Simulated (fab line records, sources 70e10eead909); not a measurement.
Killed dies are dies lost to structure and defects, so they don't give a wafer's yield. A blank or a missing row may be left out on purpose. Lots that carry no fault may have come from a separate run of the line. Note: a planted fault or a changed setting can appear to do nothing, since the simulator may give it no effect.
Which of the tools did it? :: flow nand_harc :: at 1 step of a route of 1159, 24 lots with 72 wafers sampled

## WHAT THE GAUGES SHOWED, per wafer
NHARC_A_ONON_D1_THK_MEAS_11: measures by ellipsometry.
lot: L074
measured: day 7 02:26
on: film_metro-02
thk_nm (nm): 993 996 995

lot: L075
measured: day 7 22:52
on: film_metro-01
thk_nm (nm): 995 995 996

lot: L078
measured: day 8 13:04
on: film_metro-01
thk_nm (nm): 999 1000 1001

lot: L077
measured: day 8 13:04
on: film_metro-02
thk_nm (nm): 1006 1008 1007

lot: L076
measured: day 8 13:05
on: film_metro-01
thk_nm (nm): 1002 1003 1002

lot: L079
measured: day 8 23:05
on: film_metro-01
thk_nm (nm): 1007 1008 1009

lot: L080
measured: day 8 23:28
on: film_metro-01
thk_nm (nm): 1011 1009 1008

lot: L082
measured: day 9 08:18
on: film_metro-02
thk_nm (nm): 1002 1001 1001

lot: L081
measured: day 9 17:01
on: film_metro-01
thk_nm (nm): 993 991 991

lot: L084
measured: day 10 04:14
on: film_metro-02
thk_nm (nm): 997 997 999

lot: L085
measured: day 10 04:14
on: film_metro-01
thk_nm (nm): 987 991 990

lot: L083
measured: day 10 04:22
on: film_metro-02
thk_nm (nm): 1000 1002 1002

lot: L086
measured: day 10 16:15
on: film_metro-02
thk_nm (nm): 1012 1012 1011

lot: L087
measured: day 10 16:23
on: film_metro-01
thk_nm (nm): 1011 1010 1012

lot: L089
measured: day 11 03:11
on: film_metro-01
thk_nm (nm): 1003 1005 1004

lot: L088
measured: day 11 03:11
on: film_metro-02
thk_nm (nm): 1003 1002 1002

lot: L090
measured: day 12 01:05
on: film_metro-02
thk_nm (nm): 1006 1005 1006

lot: L092
measured: day 12 01:06
on: film_metro-01
thk_nm (nm): 1003 1005 1003

lot: L091
measured: day 12 01:07
on: film_metro-02
thk_nm (nm): 998 1000 999

lot: L093
measured: day 12 09:05
on: film_metro-02
thk_nm (nm): 1006 1008 1006

lot: L094
measured: day 12 15:51
on: film_metro-02
thk_nm (nm): 999 999 998

lot: L096
measured: day 13 03:12
on: film_metro-01
thk_nm (nm): 992 993 994

lot: L095
measured: day 13 03:13
on: film_metro-02
thk_nm (nm): 1018 1018 1017

lot: L097
measured: day 13 03:20
on: film_metro-01
thk_nm (nm): 993 994 992

## WHICH TOOL RAN EACH LOT (tool, then ch and the chambers of the sampled wafers, then the start)
No process step before these readings appears in the record.

## AS READ BY THE TOOLS THEMSELVES (means over the sampled wafers that have a number; for cases with no such wafer, the mark the record gives instead)
The record holds no such reading with a usual standard deviation.

## THE ANSWER, worked out from the rows above alone
Rule: the lots themselves supply what counts as usual. The widest of any qualifying gaps counts: lots, ordered by their means at a reading, are off when they make up no more than a third of the lots, leave a main group of 4 or more, and stand apart from it by 3 or more times the standard deviation of that group's means. The tables above print the reading to a certain number of digits; a main group whose means all agree to those digits is not used. A lot without any number at a reading at which 4 lots or more have one is off too. Where the step has rows for the other lots, those lots are counted as sound. Order of review: gauges by route order, followed by the tools' own readings, for which a lot's mean as printed above is used. The first step at which some lot is off is used, and at that step the reading that is off furthest; a lot without a number counts as furthest.
No lot is off at any reading shown: from this, nothing can be told.

## WHAT WAS PUT IN BY THE SIMULATOR
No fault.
